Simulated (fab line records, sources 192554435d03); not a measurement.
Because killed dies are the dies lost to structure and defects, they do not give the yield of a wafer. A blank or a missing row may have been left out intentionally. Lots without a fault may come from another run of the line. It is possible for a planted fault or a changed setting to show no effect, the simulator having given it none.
Split-lot trial -- flow n5-finfet -- 7 lots, 21 wafers read, on a route of 1938 steps

## SPLIT DETAILS
At N5_SDB_ALD_29 (deposits SiNx, target thk 30 nm, pulse time 1 s, ald cycles 600), the setting ald-cycles was moved away from the recipe's 600 on 5 of the 21 wafers read, by -14.8% to +14.0%. All remaining wafers had this setting at the recipe value.

The split's own step is where the reading is taken.

## THE READING
SiNx_of_SDB_ALD_29.thk-nm (the simulator's own value, which no gauge read), in nm, at N5_SDB_ALD_29 (deposits SiNx, target thk 30 nm, pulse time 1 s, ald cycles 600). There is no usual value for it anywhere in the file. Average 30.0 nm, standard deviation 0.11 nm, over the 16 wafers here run with the recipe.

wafer,"tool, chamber at the split",ald-cycles as run,against the recipe,"SiNx_of_SDB_ALD_29.thk-nm, nm",against lot-mates on the recipe
L075.3,"ald-sin-02, 0,2",600,recipe,30,-
L075.6,"ald-sin-02, 0,2",600,recipe,30,-
L075.5,"ald-sin-02, 1",511,-14.8%,25.6,-4.4
L077.1,"ald-sin-03, 3,2,1",600,recipe,30,-
L077.2,"ald-sin-03, 3,2,1",600,recipe,30,-
L077.6,"ald-sin-03, 3,2,1",600,recipe,30,-
L080.1,"ald-sin-02, 1,0",600,recipe,30,-
L080.6,"ald-sin-02, 1,0",600,recipe,30,-
L080.3,"ald-sin-02, 3",600,recipe,29.8,-
L083.1,"ald-sin-04, 3,2",600,recipe,30,-
L083.6,"ald-sin-04, 3,2",600,recipe,30,-
L083.3,"ald-sin-04, 1",600,recipe,30.2,-
L090.3,"ald-sin-02, 1",684,+14.0%,34,+4.0
L090.5,"ald-sin-02, 2",600,recipe,30,-
L090.6,"ald-sin-02, 1",684,+14.0%,34.2,+4.2
L091.2,"ald-sin-02, 3,0,3",600,recipe,30.2,-
L091.5,"ald-sin-02, 3,0,3",600,recipe,30.2,-
L091.6,"ald-sin-02, 3,0,3",600,recipe,30.2,-
L095.2,"ald-sin-02, 2",641,+6.8%,32,+2.0
L095.3,"ald-sin-02, 3",600,recipe,30,-
L095.6,"ald-sin-02, 2",641,+6.8%,31.8,+1.8
The file does not say which wafer passed through which chamber wherever a row lists several chambers: such a row stands for several wafers.

THE FIT
A straight line over all 21 wafers: SiNx_of_SDB_ALD_29.thk-nm changes by +0.291 nm for each +1% of ald-cycles; r = +1.00; the points scatter about the line by 0.12 nm.
The same after taking each lot's own level away (the mean of its wafers on the recipe; 21 wafers): +0.293 nm for each +1%; r = +1.00; scatter 0.077 nm.
Per that fit: largest ald-cycles move, reading shift of 4.3 nm.
Across the lots, their own levels run from 29.93 to 30.20 nm, a range of 2.5 times the standard deviation given above.
The two slopes are in agreement: the lot-to-lot level therefore moves the slope only a little.
Check: with one of the wafers moved furthest among these (-14.8%) left out of the fit, the line predicts -4.31 nm for it against its lot-mates. It came out at -4.4 nm against them.

## THE OTHER SPLITS THESE WAFERS WENT THROUGH
Other splits were also applied to these wafers ahead of the reading. Each is held against what the fit with the lots' levels taken away leaves over:
other split on the same wafers,wafers away from the commonest value,r with SiNx_of_SDB_ALD_29.thk-nm (lot level and that fit taken away)
N5_SDB_COAT_03 spin-rpm,10,+0.41

## THE FILE'S OWN FIT
SiNx_of_SDB_ALD_29.thk-nm changes by +0.293 nm for each +1% of ald-cycles, r = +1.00.
